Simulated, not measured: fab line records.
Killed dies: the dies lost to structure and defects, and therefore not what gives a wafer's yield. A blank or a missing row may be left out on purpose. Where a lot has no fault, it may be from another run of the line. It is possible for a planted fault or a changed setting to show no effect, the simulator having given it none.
fab line records | flow nandHarc | part 1 of 2: steps 1 to 24 of 30
record: lots: 5 | wafers: 15 | lastDay: 33
route steps=1302 shown A_STAIRCASE@643
lots that met no fault: from a run of the same line without faults
startH: the number of hours between the record's first day and the start of the first shown wafer of the lot | waitH: hours since the lot's step before | " identical to the entry in the row above | L1.1+2: a single row standing in for several wafers | - no value, or no start given | * or withheld: withheld | < > ~ a bound
route shown NAME@n: names a module that has steps shown in the file, with the first one's number in the route | usual: the fault-free wafers' mean and standard deviation | same: alike in all rows | chamber/n: place in a boat | sites: the reading at each site | _std_site: standard deviation of those values | _edge_site: outer sites' mean less inner sites' | radiusMm: for every site, how far away it sits from the centre of the wafer | mask NAME#n: copy n | behind: the most recent tool/chamber to have shaped the wafer | hold: why the lot went on hold/how many hours it stayed there/how the hold came to an end | device: whichever transistor did not switch (one of n, p or np) | end of line: the tests these same wafers got at the end of their route | a step with no rows: only its recipe | killed: the dies lost at the first sort to structure and to defects; this is not the yield of the wafer | map: the dies of a wafer, with x for killed, . for not killed, _ for no die there
set.NAME: setting as actually run; set.NAME@STEP: the setting as run at that earlier step | model.NAME: the simulator's own value behind a step, which no gauge read
certain route steps with their lots: each step a table, each wafer a row
services: when a tool's chamber went out of use (startH, in hours from the record's first day, below 0 if earlier), for how many hours, and the reason
== steps ==
step: NHARC_A_STAIRCASE_SOFTBAKE_161
recipe: tempC: 135 | timeS: 170
usual: resistLineTempC: 22.99/0.095
lot.wafer | tool          | chamber | startH | waitH | resistLineTempC
L074.4    | lithoTrack-02 | 0       | -      | -     | 23.12
L074.5    | "             | 0       | "      | "     | 23.11
L074.6    | "             | 0       | "      | "     | 22.97
L085.1    | lithoTrack-02 | 0       | -      | -     | 23.03
L085.3    | "             | 0       | "      | "     | 23.14
L085.6    | "             | 0       | "      | "     | 23.02
L088.1    | lithoTrack-02 | 0       | -      | -     | 22.95
L088.4    | "             | 0       | "      | "     | 22.97
L088.6    | "             | 0       | "      | "     | 22.94
L092.1    | lithoTrack-03 | 0       | -      | -     | 22.87
L092.3    | "             | 0       | "      | "     | 23.01
L092.4    | "             | 0       | "      | "     | 23.07
L096.1    | lithoTrack-07 | 0       | -      | -     | 23.20
L096.2    | "             | 0       | "      | "     | 22.95
L096.3    | "             | 0       | "      | "     | 22.82
step: NHARC_A_STAIRCASE_EBR_162
usual: resistLineTempC: 22.98/0.11
lot.wafer | tool          | chamber | startH | waitH | resistLineTempC
L074.4    | lithoTrack-02 | 0       | -      | -     | 22.87
L074.5    | "             | 0       | "      | "     | 22.95
L074.6    | "             | 0       | "      | "     | 23.02
L085.1    | lithoTrack-02 | 0       | -      | -     | 22.94
L085.3    | "             | 0       | "      | "     | 22.85
L085.6    | "             | 0       | "      | "     | 22.88
L088.1    | lithoTrack-02 | 0       | -      | -     | 22.96
L088.4    | "             | 0       | "      | "     | 23.04
L088.6    | "             | 0       | "      | "     | 23.00
L092.1    | lithoTrack-03 | 0       | -      | -     | 23.14
L092.3    | "             | 0       | "      | "     | 23.20
L092.4    | "             | 0       | "      | "     | 23.28
L096.1    | lithoTrack-07 | 0       | -      | -     | 23.01
L096.2    | "             | 0       | "      | "     | 23.03
L096.3    | "             | 0       | "      | "     | 22.90
step: NHARC_A_STAIRCASE_EXPOSE_163
recipe: na: 0.5 | doseMj: 20.01 | maskId: STAIR_OPEN
lot.wafer  | tool          | chamber | startH | waitH | mask
L074.4+5+6 | krfScanner-02 | 0       | 338.89 | -     | STAIR_OPEN#0
L085.1+3+6 | krfScanner-02 | 0       | 454.41 | -     | STAIR_OPEN#0
L088.1+4+6 | krfScanner-03 | 0       | 506.33 | -     | STAIR_OPEN#0
L092.1+3+4 | krfScanner-02 | 0       | 533.70 | -     | STAIR_OPEN#0
L096.1+2+3 | krfScanner-03 | 0       | 576.23 | -     | STAIR_OPEN#0
step: NHARC_A_STAIRCASE_PEB_164
recipe: pebTempC: 115 | pebTimeS: 130
usual: resistLineTempC: 23.05/0.11
lot.wafer | tool          | chamber | startH | waitH | resistLineTempC
L074.4    | lithoTrack-03 | 0       | 338.94 | 0.0   | 22.98
L074.5    | "             | 0       | "      | "     | 23.01
L074.6    | "             | 0       | "      | "     | 22.98
L085.1    | lithoTrack-07 | 0       | 454.47 | 0.1   | 22.99
L085.3    | "             | 0       | "      | "     | 23.04
L085.6    | "             | 0       | "      | "     | 23.16
L088.1    | lithoTrack-03 | 0       | 506.40 | 0.1   | 23.25
L088.4    | "             | 0       | "      | "     | 22.95
L088.6    | "             | 0       | "      | "     | 22.94
L092.1    | lithoTrack-03 | 0       | 533.77 | 0.1   | 23.01
L092.3    | "             | 0       | "      | "     | 23.15
L092.4    | "             | 0       | "      | "     | 23.06
L096.1    | lithoTrack-02 | 0       | 576.29 | 0.1   | 22.99
L096.2    | "             | 0       | "      | "     | 23.11
L096.3    | "             | 0       | "      | "     | 22.88
step: NHARC_A_STAIRCASE_DEVELOP_165
recipe: timeS: 140
usual: resistLineTempC: 23.02/0.1
lot.wafer | tool          | chamber | startH | waitH | resistLineTempC
L074.4    | lithoTrack-03 | 0       | -      | -     | 22.94
L074.5    | "             | 0       | "      | "     | 23.07
L074.6    | "             | 0       | "      | "     | 23.01
L085.1    | lithoTrack-07 | 0       | -      | -     | 23.18
L085.3    | "             | 0       | "      | "     | 22.96
L085.6    | "             | 0       | "      | "     | 23.05
L088.1    | lithoTrack-03 | 0       | -      | -     | 22.87
L088.4    | "             | 0       | "      | "     | 22.87
L088.6    | "             | 0       | "      | "     | 23.17
L092.1    | lithoTrack-03 | 0       | -      | -     | 22.81
L092.3    | "             | 0       | "      | "     | 22.98
L092.4    | "             | 0       | "      | "     | 23.05
L096.1    | lithoTrack-02 | 0       | -      | -     | 23.04
L096.2    | "             | 0       | "      | "     | 23.13
L096.3    | "             | 0       | "      | "     | 22.99
step: NHARC_A_STAIRCASE_HARDBAKE_167
recipe: tempC: 120 | timeS: 140
usual: resistLineTempC: 22.98/0.1
lot.wafer | tool          | chamber | startH | waitH | resistLineTempC
L074.4    | lithoTrack-02 | 0       | 339.17 | -     | 23.01
L074.5    | "             | 0       | "      | "     | 23.04
L074.6    | "             | 0       | "      | "     | 23.11
L085.1    | lithoTrack-02 | 0       | 454.69 | -     | 23.02
L085.3    | "             | 0       | "      | "     | 23.01
L085.6    | "             | 0       | "      | "     | 23.05
L088.1    | lithoTrack-02 | 0       | 506.61 | -     | 22.99
L088.4    | "             | 0       | "      | "     | 23.01
L088.6    | "             | 0       | "      | "     | 23.16
L092.1    | lithoTrack-02 | 0       | 533.98 | -     | 22.88
L092.3    | "             | 0       | "      | "     | 22.88
L092.4    | "             | 0       | "      | "     | 22.98
L096.1    | lithoTrack-03 | 0       | 576.51 | -     | 23.03
L096.2    | "             | 0       | "      | "     | 22.89
L096.3    | "             | 0       | "      | "     | 23.01
step: NHARC_A_STAIRCASE_DESCUM_168
recipe: timeS: 3 | o2FlowSccm: 200 | arFlowSccm: 0 | biasPowerW: 0 | chemistry: O2
usual: drypumpMotorCurrentA: 5.9/0.42 | oesProductAu: 1.003/0.0081 | rfVppV: 57.7/0.92 | showerheadPlenumPTorr: 1.92/0.085 | throttleValvePct: 11.312/0.0091
lot.wafer | tool       | chamber | startH | waitH | drypumpMotorCurrentA | oesProductAu | rfHoursCounterH | rfVppV | showerheadPlenumPTorr | throttleValvePct
L074.4    | rieDiel-04 | 0       | 339.26 | -     | 5.4                  | 1.006        | 44              | 58.8   | 1.88                  | 11.296
L074.5    | "          | 3       | "      | "     | 5.7                  | 0.999        | -               | 57.2   | 1.81                  | 11.313
L074.6    | "          | 0       | "      | "     | 5.4                  | 0.991        | -               | 57.6   | 1.88                  | 11.306
L085.1    | rieDiel-10 | 1       | 454.80 | -     | 5.8                  | 0.990        | 7               | 57.5   | 2.03                  | 11.312
L085.3    | "          | 2       | "      | "     | 6.4                  | 1.012        | 7               | 57.8   | 1.83                  | 11.312
L085.6    | "          | 3       | "      | "     | 5.3                  | 1.012        | -               | 57.9   | 1.93                  | 11.312
L088.1    | rieDiel-04 | 2       | 506.75 | -     | 6.0                  | 1.001        | 36              | 57.9   | 1.81                  | 11.323
L088.4    | "          | 1       | "      | "     | 6.4                  | 1.014        | -               | 57.6   | 1.89                  | 11.318
L088.6    | "          | 2       | "      | "     | 6.0                  | 0.994        | -               | 56.9   | 1.81                  | 11.313
L092.3    | rieDiel-10 | 2       | 536.36 | -     | 6.4                  | 1.014        | 38              | 59.4   | 1.82                  | 11.296
L092.4    | "          | 3       | "      | "     | 5.3                  | 1.009        | 38              | 58.7   | 1.92                  | 11.311
L092.1    | "          | 1       | "      | "     | 5.8                  | 1.012        | 35              | 58.5   | 2.02                  | 11.323
L096.1    | rieDiel-10 | 3       | 576.60 | -     | 5.4                  | 0.995        | 53              | 57.9   | 1.91                  | 11.311
L096.2    | "          | 0       | "      | "     | 5.9                  | 1.009        | 33              | 56.8   | 1.91                  | 11.305
L096.3    | "          | 1       | "      | "     | 5.8                  | 0.998        | 46              | 58.6   | 2.02                  | 11.318
step: NHARC_A_STAIRCASE_ETCH_169
recipe: targetDepthA: 500 | timeS: 107.1 | ionEnergyEv: 120 | ch3fFlowSccm: 50 | o2FlowSccm: 30 | arFlowSccm: 200 | rfW: 500 | biasW: 100 | chemistry: CH3F/O2
usual: drypumpMotorCurrentA: 5.9/0.42 | oesProductAu: 0.960/0.018 | rfVppV: 244.4/1.7 | showerheadPlenumPTorr: 2.46/0.11 | throttleValvePct: 20.665/0.0093
lot.wafer | tool       | chamber | startH | waitH | drypumpMotorCurrentA | oesProductAu | rfHoursCounterH | rfVppV | showerheadPlenumPTorr | throttleValvePct
L074.4    | rieDiel-04 | 0       | 339.36 | 0.1   | 5.4                  | 0.967        | 44              | 242.7  | 2.41                  | 20.690
L074.6    | "          | 1       | "      | "     | 6.4                  | 0.985        | -               | 243.4  | 2.46                  | 20.673
L074.5    | "          | 2       | "      | "     | 6.0                  | 0.975        | -               | 242.0  | 2.34                  | 20.659
L085.1    | rieDiel-10 | 1       | 454.90 | 0.1   | 5.8                  | 0.927        | 7               | 247.0  | 2.61                  | 20.658
L085.3    | "          | 2       | "      | "     | 6.4                  | 0.937        | 7               | 243.4  | 2.36                  | 20.659
L085.6    | "          | 1       | "      | "     | 5.8                  | 0.928        | -               | 245.0  | 2.61                  | 20.667
L088.1    | rieDiel-04 | 3       | 507.27 | 0.5   | 5.7                  | 0.937        | 55              | 241.4  | 2.30                  | 20.654
L088.6    | "          | 3       | "      | "     | 5.7                  | 0.941        | -               | 242.7  | 2.30                  | 20.656
L088.4    | "          | 1       | "      | "     | 6.3                  | 0.950        | -               | 243.7  | 2.43                  | 20.669
L092.4    | rieDiel-10 | 2       | 536.54 | 0.2   | 6.4                  | 0.935        | 38              | 241.3  | 2.34                  | 20.667
L092.1    | "          | 0       | "      | "     | 5.9                  | 0.947        | 20              | 244.0  | 2.45                  | 20.661
L092.3    | "          | 1       | "      | "     | 5.8                  | 0.943        | 35              | 246.2  | 2.59                  | 20.679
L096.3    | rieDiel-10 | 2       | 576.69 | 0.1   | 6.3                  | 0.983        | 51              | 243.5  | 2.34                  | 20.673
L096.2    | "          | 3       | "      | "     | 5.4                  | 0.970        | 53              | 245.3  | 2.46                  | 20.656
L096.1    | "          | 0       | "      | "     | 5.9                  | 0.969        | 33              | 243.8  | 2.45                  | 20.658
step: NHARC_A_STAIRCASE_ETCH_170
recipe: targetDepthA: 2000 | timeS: 66.667 | ionEnergyEv: 250 | c4f6FlowSccm: 25 | o2FlowSccm: 20 | arFlowSccm: 500 | rfW: 600 | biasW: 500 | chemistry: C4F6/O2
usual: drypumpMotorCurrentA: 5.9/0.44 | oesProductAu: 0.974/0.012 | rfVppV: 547/3.5 | showerheadPlenumPTorr: 3.93/0.16 | throttleValvePct: 26.903/0.0094
lot.wafer | tool       | chamber | startH | waitH | drypumpMotorCurrentA | oesProductAu | rfHoursCounterH | rfVppV | showerheadPlenumPTorr | throttleValvePct
L074.4    | rieDiel-04 | 3       | -      | -     | 5.7                  | 0.970        | 52              | 542    | 3.72                  | 26.908
L074.5    | "          | 2       | "      | "     | 6.0                  | 0.993        | -               | 543    | 3.75                  | 26.896
L074.6    | "          | 3       | "      | "     | 5.7                  | 0.968        | -               | 541    | 3.72                  | 26.899
L085.3    | rieDiel-10 | 2       | -      | -     | 6.4                  | 0.957        | 7               | 544    | 3.77                  | 26.904
L085.1    | "          | 1       | "      | "     | 5.8                  | 0.958        | 7               | 553    | 4.14                  | 26.897
L085.6    | "          | 3       | "      | "     | 5.4                  | 0.953        | -               | 547    | 3.95                  | 26.904
L088.1    | rieDiel-04 | 3       | -      | -     | 5.7                  | 0.957        | 55              | 544    | 3.69                  | 26.907
L088.6    | "          | 2       | "      | "     | 6.0                  | 0.967        | -               | 543    | 3.72                  | 26.911
L088.4    | "          | 3       | "      | "     | 5.8                  | 0.952        | -               | 541    | 3.69                  | 26.907
L092.3    | rieDiel-10 | 3       | -      | -     | 5.4                  | 0.974        | 38              | 547    | 3.93                  | 26.899
L092.1    | "          | 0       | "      | "     | 5.9                  | 0.969        | 20              | 547    | 3.92                  | 26.909
L092.4    | "          | 1       | "      | "     | 5.8                  | 0.962        | 35              | 553    | 4.13                  | 26.904
L096.3    | rieDiel-10 | 3       | -      | -     | 5.3                  | 0.973        | 53              | 546    | 3.92                  | 26.893
L096.1    | "          | 0       | "      | "     | 5.9                  | 0.973        | 33              | 547    | 3.91                  | 26.905
L096.2    | "          | 1       | "      | "     | 5.9                  | 0.988        | 46              | 551    | 4.12                  | 26.897
step: NHARC_A_STAIRCASE_STRIP_171
recipe: powerW: 1500 | tempC: 250 | chemistry: O2
usual: drypumpMotorCurrentA: 5.6/0.62 | heaterPowerW: 312/32
lot.wafer | tool           | chamber | startH | waitH | drypumpMotorCurrentA | heaterPowerW | rfHoursCounterH
L074.4    | plasmaAsher-02 | 1       | 339.78 | -     | 4.9                  | 316          | -
L074.6    | "              | 0       | "      | "     | 6.2                  | 272          | -
L074.5    | "              | 1       | "      | "     | 4.9                  | 325          | -
L085.1    | plasmaAsher-02 | 0       | 455.42 | -     | 6.2                  | 275          | 8
L085.3    | "              | 0       | "      | "     | 6.2                  | 272          | -
L085.6    | "              | 1       | "      | "     | 4.9                  | 330          | -
L088.1    | plasmaAsher-02 | 0       | 507.53 | -     | 6.2                  | 274          | 22
L088.4    | "              | 0       | "      | "     | 6.2                  | 276          | -
L088.6    | "              | 0       | "      | "     | 6.2                  | 274          | -
L092.1    | plasmaAsher-02 | 1       | 536.82 | -     | 4.9                  | 328          | 31
L092.3    | "              | 0       | "      | "     | 6.2                  | 285          | -
L092.4    | "              | 1       | "      | "     | 4.9                  | 320          | -
L096.2    | plasmaAsher-01 | 1       | 576.92 | -     | 6.3                  | 365          | 9
L096.1    | "              | 0       | "      | "     | 5.1                  | 316          | 9
L096.3    | "              | 1       | "      | "     | 6.3                  | 372          | -
step: NHARC_A_STAIRCASE_STRIP_172
recipe: timeS: 900 | tempC: 130 | chemistry: SPM
lot.wafer  | tool        | chamber | startH | waitH
L074.6+4+5 | wetBench-01 | 2,4,6   | 340.00 | 0.1
L085.1+3+6 | wetBench-04 | 1,2,3   | 455.72 | 0.3
L088.6+1+4 | wetBench-04 | 2,3,4   | 507.90 | 0.1
L092.4+3+1 | wetBench-01 | 0,1,5   | 537.12 | 0.2
L096.3+1+2 | wetBench-04 | 6,7,2   | 577.28 | 0.2
step: NHARC_A_STAIRCASE_PRECLEAN_173
recipe: timeS: * | tempC: 50 | bathAgeMin: 0 | chemistry: SC1
lot.wafer  | tool        | chamber | startH | waitH
L074.6+4+5 | wetBench-01 | 2,4,6   | -      | -
L085.1+3+6 | wetBench-04 | 1,2,3   | -      | -
L088.6+1+4 | wetBench-04 | 2,3,4   | -      | -
L092.4+3+1 | wetBench-01 | 0,1,5   | -      | -
L096.3+1+2 | wetBench-04 | 6,7,2   | -      | -
step: NHARC_A_STAIRCASE_SRD_174
lot.wafer  | tool        | chamber | startH | waitH
L074.6+4+5 | wetBench-01 | 2,4,6   | -      | -
L085.1+3+6 | wetBench-04 | 1,2,3   | -      | -
L088.6+1+4 | wetBench-04 | 2,3,4   | -      | -
L092.4+3+1 | wetBench-01 | 0,1,5   | -      | -
L096.3+1+2 | wetBench-04 | 6,7,2   | -      | -
step: NHARC_A_STAIRCASE_DEHYDRATE_01
recipe: tempC: 150 | timeS: 120
usual: resistLineTempC: 23.02/0.11
lot.wafer | tool          | chamber | startH | waitH | resistLineTempC
L074.4    | lithoTrack-07 | 0       | 340.44 | -     | 22.97
L074.5    | "             | 0       | "      | "     | 23.05
L074.6    | "             | 0       | "      | "     | 23.15
L085.1    | lithoTrack-07 | 0       | 456.18 | -     | 22.87
L085.3    | "             | 0       | "      | "     | 23.04
L085.6    | "             | 0       | "      | "     | 22.90
L088.1    | lithoTrack-02 | 0       | 508.33 | -     | 23.11
L088.4    | "             | 0       | "      | "     | 23.00
L088.6    | "             | 0       | "      | "     | 23.06
L092.1    | lithoTrack-07 | 0       | 537.57 | -     | 23.01
L092.3    | "             | 0       | "      | "     | 22.98
L092.4    | "             | 0       | "      | "     | 22.99
L096.1    | lithoTrack-03 | 0       | 577.73 | -     | 23.05
L096.2    | "             | 0       | "      | "     | 23.13
L096.3    | "             | 0       | "      | "     | 23.12
step: NHARC_A_STAIRCASE_HMDS_02
recipe: timeS: 30
usual: resistLineTempC: 23.01/0.093
lot.wafer | tool          | chamber | startH | waitH | resistLineTempC
L074.4    | lithoTrack-07 | 0       | -      | -     | 23.04
L074.5    | "             | 0       | "      | "     | 23.05
L074.6    | "             | 0       | "      | "     | 23.11
L085.1    | lithoTrack-07 | 0       | -      | -     | 23.09
L085.3    | "             | 0       | "      | "     | 23.07
L085.6    | "             | 0       | "      | "     | 23.15
L088.1    | lithoTrack-02 | 0       | -      | -     | 22.91
L088.4    | "             | 0       | "      | "     | 22.98
L088.6    | "             | 0       | "      | "     | 23.07
L092.1    | lithoTrack-07 | 0       | -      | -     | 22.99
L092.3    | "             | 0       | "      | "     | 22.87
L092.4    | "             | 0       | "      | "     | 22.97
L096.1    | lithoTrack-03 | 0       | -      | -     | 22.91
L096.2    | "             | 0       | "      | "     | 23.10
L096.3    | "             | 0       | "      | "     | 23.02
step: NHARC_A_STAIRCASE_COAT_03
recipe: spinRpm: 1200
usual: resistLineTempC: 23.01/0.1
lot.wafer | tool          | chamber | startH | waitH | resistLineTempC
L074.4    | lithoTrack-07 | 0       | -      | -     | 23.11
L074.5    | "             | 0       | "      | "     | 23.00
L074.6    | "             | 0       | "      | "     | 23.10
L085.1    | lithoTrack-07 | 0       | -      | -     | 22.90
L085.3    | "             | 0       | "      | "     | 22.96
L085.6    | "             | 0       | "      | "     | 23.01
L088.1    | lithoTrack-02 | 0       | -      | -     | 23.03
L088.4    | "             | 0       | "      | "     | 23.05
L088.6    | "             | 0       | "      | "     | 23.19
L092.1    | lithoTrack-07 | 0       | -      | -     | 22.95
L092.3    | "             | 0       | "      | "     | 22.88
L092.4    | "             | 0       | "      | "     | 22.76
L096.1    | lithoTrack-03 | 0       | -      | -     | 23.08
L096.2    | "             | 0       | "      | "     | 23.11
L096.3    | "             | 0       | "      | "     | 23.11
step: NHARC_A_STAIRCASE_SOFTBAKE_04
recipe: tempC: 135 | timeS: 170
usual: resistLineTempC: 23.01/0.12
lot.wafer | tool          | chamber | startH | waitH | resistLineTempC
L074.4    | lithoTrack-07 | 0       | -      | -     | 23.00
L074.5    | "             | 0       | "      | "     | 22.97
L074.6    | "             | 0       | "      | "     | 23.03
L085.1    | lithoTrack-07 | 0       | -      | -     | 22.95
L085.3    | "             | 0       | "      | "     | 22.99
L085.6    | "             | 0       | "      | "     | 23.00
L088.1    | lithoTrack-02 | 0       | -      | -     | 23.20
L088.4    | "             | 0       | "      | "     | 23.01
L088.6    | "             | 0       | "      | "     | 23.22
L092.1    | lithoTrack-07 | 0       | -      | -     | 23.06
L092.3    | "             | 0       | "      | "     | 23.15
L092.4    | "             | 0       | "      | "     | 22.95
L096.1    | lithoTrack-03 | 0       | -      | -     | 23.10
L096.2    | "             | 0       | "      | "     | 23.12
L096.3    | "             | 0       | "      | "     | 22.83
step: NHARC_A_STAIRCASE_EBR_05
usual: resistLineTempC: 23.01/0.09
lot.wafer | tool          | chamber | startH | waitH | resistLineTempC
L074.4    | lithoTrack-07 | 0       | -      | -     | 23.03
L074.5    | "             | 0       | "      | "     | 22.95
L074.6    | "             | 0       | "      | "     | 23.18
L085.1    | lithoTrack-07 | 0       | -      | -     | 23.01
L085.3    | "             | 0       | "      | "     | 23.14
L085.6    | "             | 0       | "      | "     | 23.10
L088.1    | lithoTrack-02 | 0       | -      | -     | 22.97
L088.4    | "             | 0       | "      | "     | 23.07
L088.6    | "             | 0       | "      | "     | 22.84
L092.1    | lithoTrack-07 | 0       | -      | -     | 22.97
L092.3    | "             | 0       | "      | "     | 22.98
L092.4    | "             | 0       | "      | "     | 22.98
L096.1    | lithoTrack-03 | 0       | -      | -     | 22.88
L096.2    | "             | 0       | "      | "     | 22.83
L096.3    | "             | 0       | "      | "     | 23.11
step: NHARC_A_STAIRCASE_EXPOSE_06
recipe: na: 0.5 | doseMj: 25.43 | maskId: STAIR
lot.wafer  | tool          | chamber | startH | waitH | mask
L074.4+5+6 | krfScanner-02 | 0       | 340.67 | -     | STAIR#0
L085.1+3+6 | krfScanner-02 | 0       | 456.39 | -     | STAIR#0
L088.1+4+6 | krfScanner-04 | 0       | 508.66 | -     | STAIR#0
L092.1+3+4 | krfScanner-04 | 0       | 537.78 | -     | STAIR#0
L096.1+2+3 | krfScanner-03 | 0       | 578.06 | -     | STAIR#0
step: NHARC_A_STAIRCASE_PEB_07
recipe: pebTempC: 115 | pebTimeS: 130
usual: resistLineTempC: 23.00/0.1
lot.wafer | tool          | chamber | startH | waitH | resistLineTempC
L074.4    | lithoTrack-03 | 0       | 340.72 | 0.0   | 22.92
L074.5    | "             | 0       | "      | "     | 22.92
L074.6    | "             | 0       | "      | "     | 23.11
L085.1    | lithoTrack-07 | 0       | 456.45 | 0.1   | 23.16
L085.3    | "             | 0       | "      | "     | 23.17
L085.6    | "             | 0       | "      | "     | 23.06
L088.1    | lithoTrack-03 | 0       | 508.73 | 0.1   | 22.98
L088.4    | "             | 0       | "      | "     | 22.99
L088.6    | "             | 0       | "      | "     | 23.08
L092.1    | lithoTrack-02 | 0       | 537.84 | 0.1   | 22.97
L092.3    | "             | 0       | "      | "     | 23.01
L092.4    | "             | 0       | "      | "     | 23.07
L096.1    | lithoTrack-07 | 0       | 578.13 | 0.1   | 22.94
L096.2    | "             | 0       | "      | "     | 22.95
L096.3    | "             | 0       | "      | "     | 23.12
step: NHARC_A_STAIRCASE_DEVELOP_08
recipe: timeS: 140
usual: resistLineTempC: 23.02/0.12
lot.wafer | tool          | chamber | startH | waitH | resistLineTempC
L074.4    | lithoTrack-03 | 0       | -      | -     | 22.84
L074.5    | "             | 0       | "      | "     | 22.90
L074.6    | "             | 0       | "      | "     | 22.94
L085.1    | lithoTrack-07 | 0       | -      | -     | 22.85
L085.3    | "             | 0       | "      | "     | 22.90
L085.6    | "             | 0       | "      | "     | 22.94
L088.1    | lithoTrack-03 | 0       | -      | -     | 22.81
L088.4    | "             | 0       | "      | "     | 22.87
L088.6    | "             | 0       | "      | "     | 22.83
L092.1    | lithoTrack-02 | 0       | -      | -     | 23.02
L092.3    | "             | 0       | "      | "     | 22.92
L092.4    | "             | 0       | "      | "     | 22.97
L096.1    | lithoTrack-07 | 0       | -      | -     | 23.25
L096.2    | "             | 0       | "      | "     | 23.09
L096.3    | "             | 0       | "      | "     | 23.21
step: NHARC_A_STAIRCASE_HARDBAKE_10
recipe: tempC: 120 | timeS: 140
usual: resistLineTempC: 22.99/0.095
lot.wafer | tool          | chamber | startH | waitH | resistLineTempC
L074.4    | lithoTrack-03 | 0       | 340.95 | -     | 22.86
L074.5    | "             | 0       | "      | "     | 22.94
L074.6    | "             | 0       | "      | "     | 22.68
L085.1    | lithoTrack-07 | 0       | 456.67 | -     | 22.79
L085.3    | "             | 0       | "      | "     | 23.02
L085.6    | "             | 0       | "      | "     | 23.06
L088.1    | lithoTrack-02 | 0       | 508.95 | -     | 22.95
L088.4    | "             | 0       | "      | "     | 22.89
L088.6    | "             | 0       | "      | "     | 22.90
L092.1    | lithoTrack-07 | 0       | 538.06 | -     | 22.95
L092.3    | "             | 0       | "      | "     | 23.06
L092.4    | "             | 0       | "      | "     | 22.94
L096.1    | lithoTrack-03 | 0       | 578.35 | -     | 22.99
L096.2    | "             | 0       | "      | "     | 22.86
L096.3    | "             | 0       | "      | "     | 23.13
step: NHARC_A_STAIRCASE_DESCUM_11
recipe: timeS: 3 | o2FlowSccm: 200 | arFlowSccm: 0 | biasPowerW: 0 | chemistry: O2
usual: drypumpMotorCurrentA: 5.9/0.4 | oesProductAu: 1.004/0.0075 | rfVppV: 57.8/0.88 | showerheadPlenumPTorr: 1.90/0.084 | throttleValvePct: 11.312/0.0086
lot.wafer | tool       | chamber | startH | waitH | drypumpMotorCurrentA | oesProductAu | rfHoursCounterH | rfVppV | showerheadPlenumPTorr | throttleValvePct
L074.4    | rieDiel-10 | 0       | 341.03 | -     | 5.9                  | 0.987        | 27              | 59.2   | 1.92                  | 11.312
L074.5    | "          | 3       | "      | "     | 5.3                  | 1.006        | -               | 58.5   | 1.94                  | 11.320
L074.6    | "          | 0       | "      | "     | 5.9                  | 1.006        | -               | 58.3   | 1.92                  | 11.312
L085.3    | rieDiel-10 | 2       | 456.76 | -     | 6.3                  | 1.001        | 7               | 56.6   | 1.83                  | 11.308
L085.1    | "          | 1       | "      | "     | 5.9                  | 1.008        | 7               | 59.3   | 2.03                  | 11.327
L085.6    | "          | 1       | "      | "     | 5.8                  | 1.001        | -               | 60.8   | 2.03                  | 11.310
L088.4    | rieDiel-10 | 2       | 509.05 | -     | 6.3                  | 1.007        | 26              | 58.9   | 1.82                  | 11.302
L088.1    | "          | 0       | "      | "     | 5.9                  | 1.013        | 11              | 58.5   | 1.91                  | 11.312
L088.6    | "          | 2       | "      | "     | 6.4                  | 1.006        | -               | 56.9   | 1.82                  | 11.321
L092.4    | rieDiel-10 | 3       | 538.16 | -     | 5.4                  | 1.000        | 39              | 56.7   | 1.92                  | 11.322
L092.1    | "          | 0       | "      | "     | 5.9                  | 1.012        | 21              | 58.0   | 1.91                  | 11.315
L092.3    | "          | 1       | "      | "     | 5.8                  | 1.003        | 36              | 59.7   | 2.02                  | 11.299
L096.3    | rieDiel-04 | 1       | 578.44 | -     | 6.3                  | 1.001        | 10              | 58.8   | 1.89                  | 11.295
L096.2    | "          | 2       | "      | "     | 6.0                  | 1.003        | 11              | 57.9   | 1.80                  | 11.318
L096.1    | "          | 3       | "      | "     | 5.7                  | 0.989        | 8               | 58.9   | 1.78                  | 11.297
step: NHARC_A_STAIRCASE_TRIM_12
recipe: timeS: 211.2 | o2FlowSccm: 500 | arFlowSccm: 0 | biasW: 0 | chemistry: O2
usual: drypumpMotorCurrentA: 5.9/0.42 | oesProductAu: 1.002/0.0073 | rfVppV: 57.7/0.8 | showerheadPlenumPTorr: 3.51/0.14 | throttleValvePct: 17.036/0.01
lot.wafer | tool       | chamber | startH | waitH | drypumpMotorCurrentA | oesProductAu | rfHoursCounterH | rfVppV | showerheadPlenumPTorr | throttleValvePct
L074.4    | rieDiel-10 | 0       | 341.14 | 0.1   | 5.9                  | 1.012        | 27              | 58.5   | 3.54                  | 17.041
L074.6    | "          | 2       | "      | "     | 6.3                  | 1.008        | -               | 57.5   | 3.41                  | 17.020
L074.5    | "          | 3       | "      | "     | 5.4                  | 1.001        | -               | 57.4   | 3.57                  | 17.019
L085.1    | rieDiel-10 | 1       | 456.87 | 0.1   | 5.8                  | 1.002        | 7               | 59.8   | 3.73                  | 17.026
L085.3    | "          | 2       | "      | "     | 6.3                  | 1.015        | 7               | 56.7   | 3.38                  | 17.037
L085.6    | "          | 2       | "      | "     | 6.4                  | 1.007        | -               | 56.8   | 3.38                  | 17.045
L088.1    | rieDiel-10 | 1       | 509.13 | 0.1   | 5.9                  | 1.002        | 26              | 57.9   | 3.72                  | 17.030
L088.4    | "          | 3       | "      | "     | 5.3                  | 0.994        | 26              | 56.9   | 3.54                  | 17.046
L088.6    | "          | 1       | "      | "     | 5.8                  | 0.993        | -               | 58.3   | 3.72                  | 17.045
L092.3    | rieDiel-10 | 2       | 538.24 | 0.1   | 6.4                  | 1.004        | 38              | 58.3   | 3.37                  | 17.036
L092.4    | "          | 3       | "      | "     | 5.4                  | 0.991        | 39              | 58.2   | 3.53                  | 17.034
L092.1    | "          | 1       | "      | "     | 5.9                  | 0.991        | 36              | 59.0   | 3.72                  | 17.027
L096.2    | rieDiel-04 | 3       | 578.52 | 0.1   | 5.7                  | 0.998        | 8               | 56.9   | 3.30                  | 17.034
L096.1    | "          | 0       | "      | "     | 5.4                  | 1.000        | 9               | 58.0   | 3.42                  | 17.029
L096.3    | "          | 2       | "      | "     | 6.0                  | 1.006        | 11              | 56.9   | 3.33                  | 17.020
